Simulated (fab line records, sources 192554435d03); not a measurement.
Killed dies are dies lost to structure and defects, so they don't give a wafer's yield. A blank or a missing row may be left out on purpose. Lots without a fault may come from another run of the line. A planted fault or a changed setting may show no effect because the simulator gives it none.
Chamber matching | flow n5_finfet | N5_BEOL_M1_CO_CAP_55 on cvd_co-01: 3 sister chambers
The step material Co, precursor CCTBA/H2, target thk 2 nm, time 102.1 s. 6 wafers are shown with their chamber, then 12 later ones without.

WAFERS WITH THEIR CHAMBER
wafer  | chamber | heater_power_w (W)
L086.1 | 2       | 210
L086.2 | 0       | 224
L086.4 | 0       | 225
L087.1 | 1       | 256
L087.5 | 2       | 222
L087.6 | 1       | 257

WAFERS WITHOUT THEIR CHAMBER
wafer  | heater_power_w (W)
L089.1 | 227
L089.3 | 218
L089.4 | 224
L091.1 | 260
L091.4 | 262
L091.5 | 213
L092.2 | 223
L092.4 | 219
L092.6 | 258
L095.3 | 216
L095.5 | 218
L095.6 | 226

WHICH CHAMBER EACH WENT THROUGH
wafer  | from the rows above     | in truth
L089.1 | can't be placed: 0 or 2 | 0
L089.3 | can't be placed: 2 or 0 | 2
L089.4 | can't be placed: 0 or 2 | 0
L091.1 | 1                       | 1
L091.4 | 1                       | 1
L091.5 | can't be placed: 2 or 0 | 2
L092.2 | can't be placed: 0 or 2 | 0
L092.4 | can't be placed: 2 or 0 | 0
L092.6 | 1                       | 1
L095.3 | can't be placed: 2 or 0 | 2
L095.5 | can't be placed: 2 or 0 | 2
L095.6 | can't be placed: 0 or 2 | 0
Placed correctly: 3 of 12. Can't be placed from these rows: 9 (the true chamber is among the candidates in 9). Placed wrongly: 0.
How it was worked out, from the rows above alone: a wafer's distance from a chamber is the root of the sum, over the readings, of the square of ((its reading less the chamber's mean) divided by the reading's scatter). The wafer belongs to the nearest chamber; if the next one is less than 2 further off, it can't be placed. A chamber's mean is the mean of its shown wafers. The scatter: the root of (the sum of the squares of (reading less its chamber's mean) over the shown wafers, divided by (wafers less chambers)).
